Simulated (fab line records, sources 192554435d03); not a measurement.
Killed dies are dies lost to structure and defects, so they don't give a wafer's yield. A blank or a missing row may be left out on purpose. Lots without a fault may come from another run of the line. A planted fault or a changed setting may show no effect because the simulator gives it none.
Which tool did it? | flow n5_finfet | 10 lots, 30 wafers sampled, at 6 steps of a route of 1938

WHAT THE GAUGES READ, wafer by wafer
N5_BEOL_M12_THK_MEAS_50: measures by xrf. Usual: M12_THK 324 nm, standard deviation 4.6.
lot  | measured     | on            | M12_THK (nm) | flag
L980 | day 11 10:49 | film_metro-02 | 333 336 329  |
L978 | day 11 13:14 | film_metro-02 | 325 329 322  |
L981 | day 11 18:56 | film_metro-01 | 332 319 324  |
L982 | day 12 21:31 | film_metro-02 | 327 318 323  |
L985 | day 13 02:50 | film_metro-01 | 320 324 317  |
L987 | day 13 13:26 | film_metro-01 | 314 321 320  |
L995 | day 15 07:38 | film_metro-01 | 321 322 318  |
L999 | day 16 02:22 | film_metro-01 | 318 328 326  |
L997 | day 16 11:04 | film_metro-02 | 324 332 339  |
L101 | day 17 05:44 | film_metro-02 | 322 320 326  |

N5_BEOL_M12_INSPECT_55: inspects for defects (darkfield). Usual: raw_defect_count 68, standard deviation 27.
lot  | measured     | on                | raw_defect_count | flag
L980 | day 11 10:58 | defect_inspect-01 | 52 49 54         |
L978 | day 11 13:23 | defect_inspect-01 | 47 35 42         |
L981 | day 11 19:05 | defect_inspect-01 | 166 73 63        |
L982 | day 12 21:41 | defect_inspect-02 | 100 44 117       |
L985 | day 13 02:59 | defect_inspect-02 | 57 51 34         |
L987 | day 13 13:35 | defect_inspect-02 | 57 75 57         |
L995 | day 15 07:47 | defect_inspect-02 | 467 422 424      | OFF
L999 | day 16 02:31 | defect_inspect-02 | 57 42 46         |
L997 | day 16 11:13 | defect_inspect-02 | 415 493 494      | OFF
L101 | day 17 05:53 | defect_inspect-01 | 50 56 43         |

N5_BEOL_M13_INSPECT_12: inspects for defects (macro). Usual: raw_defect_count 2.0, standard deviation 1.3.
lot  | measured     | on                | raw_defect_count | flag
L980 | day 11 11:38 | defect_inspect-01 | 2 2 1            |
L978 | day 11 14:03 | defect_inspect-01 | 2 4 4            |
L981 | day 11 19:38 | defect_inspect-02 | 5 2 0            |
L982 | day 12 22:14 | defect_inspect-02 | 4 2 2            |
L985 | day 13 03:32 | defect_inspect-02 | 3 1 3            |
L987 | day 13 14:16 | defect_inspect-02 | 1 3 3            |
L995 | day 15 08:20 | defect_inspect-02 | >300 >300 >300   | OFF
L999 | day 16 03:03 | defect_inspect-01 | 3 3 2            |
L997 | day 16 11:53 | defect_inspect-01 | >300 >300 >300   | OFF
L101 | day 17 06:38 | defect_inspect-01 | 0 1 3            |

WHICH TOOL RAN EACH LOT (tool, then ch and the chambers of the sampled wafers, then the start)
lot  | N5_BEOL_M12_TRENCH_ETCH_34         | N5_BEOL_M12_STRIP_37                 | N5_BEOL_M12_PRE_CLEAN_52
L980 | rie_diel-02 ch 0,1,3, day 11 08:47 | plasma_asher-02 ch 0,1, day 11 08:58 | pecvd-02 ch 0,1,2, day 11 10:51
L978 | rie_diel-01 ch 0,2,3, day 11 10:00 | plasma_asher-02 ch 0,1, day 11 10:13 | pecvd-02 ch 0,1, day 11 13:16
L981 | rie_diel-02 ch 0,2,3, day 11 15:53 | plasma_asher-02 ch 0,1, day 11 16:07 | pecvd-04 ch 0,1,2, day 11 18:58
L982 | rie_diel-04 ch 0,2,3, day 12 18:18 | plasma_asher-01 ch 0,1, day 12 18:29 | pecvd-02 ch 1,2, day 12 21:33
L985 | rie_diel-02 ch 0,1,3, day 13 00:35 | plasma_asher-01 ch 0,1, day 13 00:49 | pecvd-02 ch 0,2, day 13 02:53
L987 | rie_diel-04 ch 0,1,3, day 13 11:13 | plasma_asher-02 ch 0,1, day 13 11:24 | pecvd-02 ch 0,1, day 13 13:28
L995 | rie_diel-02 ch 1,2,3, day 15 03:25 | plasma_asher-02 ch 0,1, day 15 03:37 | pecvd-02 ch 0,1, day 15 07:41
L999 | rie_diel-02 ch 2,3, day 15 23:02   | plasma_asher-02 ch 0,1, day 15 23:13 | pecvd-01 ch 0,2, day 16 02:23
L997 | rie_diel-04 ch 0,3, day 16 07:42   | plasma_asher-02 ch 0,1, day 16 07:54 | pecvd-02 ch 0,2, day 16 11:06
L101 | rie_diel-02 ch 1,2, day 17 00:50   | plasma_asher-02 ch 0,1, day 17 01:03 | pecvd-01 ch 0,1,2, day 17 05:46
- N5_BEOL_M12_TRENCH_ETCH_34: etches SiOC in C4F8/O2/Ar, target depth 318.95 nm, time 125.5 s.
- N5_BEOL_M12_STRIP_37: strips in N2/H2.
- N5_BEOL_M12_PRE_CLEAN_52: time 15 s.

WHAT THE TOOLS THEMSELVES READ (means of the sampled wafers that have a number; where no wafer has one, the mark that the record gives instead)
N5_BEOL_M12_TRENCH_ETCH_34. Usual: bias_w 699.8 W, standard deviation 2.1; drypump_motor_current_A 5.8 A, standard deviation 0.56; oes_product_au 0.78 a.u., standard deviation 0.082; rf_vpp_V 664.6 V, standard deviation 2.9; showerhead_plenum_p_Torr 3.39 Torr, standard deviation 0.1; throttle_valve_pct 24.28 %, standard deviation 0.26.
lot  | tool        | bias_w (W) | drypump_motor_current_A (A) | oes_product_au (a.u.) | rf_vpp_V (V) | showerhead_plenum_p_Torr (Torr) | throttle_valve_pct (%) | flag
L980 | rie_diel-02 | 697.1      | 5.7                         | 0.79                  | 666.0        | 3.42                            | 24.43                  |
L978 | rie_diel-01 | 698.9      | 5.5                         | 0.80                  | 666.0        | 3.41                            | 24.07                  |
L981 | rie_diel-02 | 700.5      | 5.5                         | 0.78                  | 667.2        | 3.46                            | 24.33                  |
L982 | rie_diel-04 | 701.5      | 6.1                         | 0.75                  | 660.7        | 3.27                            | 24.32                  |
L985 | rie_diel-02 | 701.6      | 5.7                         | 0.76                  | 666.0        | 3.41                            | 24.45                  |
L987 | rie_diel-04 | 699.4      | 6.0                         | 0.79                  | 660.9        | 3.29                            | 24.45                  |
L995 | rie_diel-02 | 700.1      | 5.8                         | 0.69                  | 665.6        | 3.41                            | 24.49                  |
L999 | rie_diel-02 | 698.9      | 5.3                         | 0.69                  | 665.9        | 3.41                            | 24.54                  |
L997 | rie_diel-04 | 700.4      | 6.3                         | 0.86                  | 667.5        | 3.50                            | 24.40                  |
L101 | rie_diel-02 | 699.3      | 6.1                         | 0.68                  | 666.0        | 3.45                            | 24.37                  |

N5_BEOL_M12_STRIP_37. Usual: drypump_motor_current_A 5.6 A, standard deviation 0.56; heater_power_w 351 W, standard deviation 40; oes_product_au 0.791 a.u., standard deviation 0.01.
lot  | tool            | drypump_motor_current_A (A) | heater_power_w (W) | oes_product_au (a.u.) | flag
L980 | plasma_asher-02 | 5.3                         | 331                | 0.798                 |
L978 | plasma_asher-02 | 5.3                         | 333                | 0.791                 |
L981 | plasma_asher-02 | 5.1                         | 329                | 0.801                 |
L982 | plasma_asher-01 | 6.2                         | 387                | 0.794                 |
L985 | plasma_asher-01 | 6.2                         | 388                | 0.794                 |
L987 | plasma_asher-02 | 5.1                         | 332                | 0.783                 |
L995 | plasma_asher-02 | 5.3                         | 333                | 0.800                 |
L999 | plasma_asher-02 | 5.3                         | 337                | 0.791                 |
L997 | plasma_asher-02 | 5.1                         | 333                | 0.777                 |
L101 | plasma_asher-02 | 5.3                         | 335                | 0.786                 |

THE ANSWER, worked out from the rows above alone
Rule: a lot is off if the mean of its wafers that have a number lies more than 3 standard deviations from the usual mean. A lot without any number at a reading at which 4 lots or more have one is off too. The other lots that the step has rows for count as sound. The gauges are gone through in route order, then the tools' own readings, and for those a lot's mean is taken as printed above. The first step at which some lot is off is used, and at that step the reading that is off furthest; a lot without a number counts as furthest.
Off: L995, L997, at N5_BEOL_M12_INSPECT_55 (raw_defect_count).
A tool fits if, at a process step before that reading, it ran every lot that is off, and no sound lot after the first of them. The gauges at N5_BEOL_M12_INSPECT_55 are tried like those tools. One fits: pecvd-02 at N5_BEOL_M12_PRE_CLEAN_52. Its last sound lot is L987 (day 13 13:28), its first lot that is off L995 (day 15 07:41): a fault that began between those two fits.

WHAT THE SIMULATOR HAD PUT IN
Chamber particle source: pecvd-02, from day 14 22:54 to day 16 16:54, at N5_BEOL_M12_PRE_CLEAN_52. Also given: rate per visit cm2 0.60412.
Lots struck among those shown: L995, L997. The rule above found the same.
